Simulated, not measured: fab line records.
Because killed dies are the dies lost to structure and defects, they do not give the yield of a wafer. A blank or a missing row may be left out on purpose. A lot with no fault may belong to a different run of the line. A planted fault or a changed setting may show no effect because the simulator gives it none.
Which of the tools did it? + flow nandHarc + 36 wafers from 12 lots sampled at 2 of the route's 1302 steps

## WHAT THE GAUGES SHOWED, per wafer
NHARC_A_ONON_D2_THK_MEAS_02: measures by ellipsometry.
| lot  | measured     | on           | thkNm (nm)     |
|------|--------------|--------------|----------------|
| L075 | day 12 20:23 | filmMetro-01 | 1013 1011 1011 |
| L078 | day 13 21:20 | filmMetro-02 | 1000 998 1001  |
| L079 | day 14 05:05 | filmMetro-01 | 1008 1009 1009 |
| L081 | day 15 17:19 | filmMetro-01 | 999 1003 1001  |
| L084 | day 16 11:09 | filmMetro-01 | 1003 1004 1004 |
| L085 | day 17 00:16 | filmMetro-01 | 1016 1016 1014 |
| L088 | day 18 09:25 | filmMetro-01 | 997 998 998    |
| L089 | day 18 23:52 | filmMetro-02 | 1002 1000 1000 |
| L091 | day 19 02:40 | filmMetro-01 | 992 992 989    |
| L093 | day 20 06:11 | filmMetro-02 | 994 996 995    |
| L096 | day 21 07:05 | filmMetro-01 | 1002 1006 1002 |
| L097 | day 22 07:47 | filmMetro-01 | 1000 999 1000  |

## EACH LOT AND THE TOOL THAT RAN IT (in order: tool; ch and the chambers of the sampled wafers; start)
| lot  | NHARC_A_DECK1_JOINT_CMP_02    |
|------|-------------------------------|
| L075 | cmp-04 ch 0,3, day 12 19:06   |
| L078 | cmp-02 ch 1,2,3, day 13 20:02 |
| L079 | cmp-03 ch 1,2, day 14 03:49   |
| L081 | cmp-02 ch 0,2,3, day 15 16:03 |
| L084 | cmp-02 ch 0,2, day 16 09:52   |
| L085 | cmp-04 ch 0,1, day 16 23:01   |
| L088 | cmp-02 ch 0,1,2, day 18 08:08 |
| L089 | cmp-03 ch 0,1, day 18 22:35   |
| L091 | cmp-03 ch 1,2,3, day 19 01:22 |
| L093 | cmp-03 ch 0,1,2, day 20 04:55 |
| L096 | cmp-03 ch 1,2, day 21 05:49   |
| L097 | cmp-03 ch 0,1,2, day 22 06:33 |
- NHARC_A_DECK1_JOINT_CMP_02: polishes SiOx.

## THE ANSWER, worked out from the rows above alone
Rule: the usual values come from the lots themselves. The widest of any qualifying gaps counts: lots, ordered by their means at a reading, are off when they make up no more than a third of the lots, leave a main group of 4 or more, and stand apart from it by 3 or more times the standard deviation of that group's means. A main group whose means are all the same, to the digits that the tables above print for the reading, isn't used. Also off: a lot with no number at a reading for which 4 or more lots have one. Any other lot the step has rows for is counted as sound.
No lot is off at any reading shown: from this, nothing can be told.

## WHAT HAD BEEN PUT IN BY THE SIMULATOR
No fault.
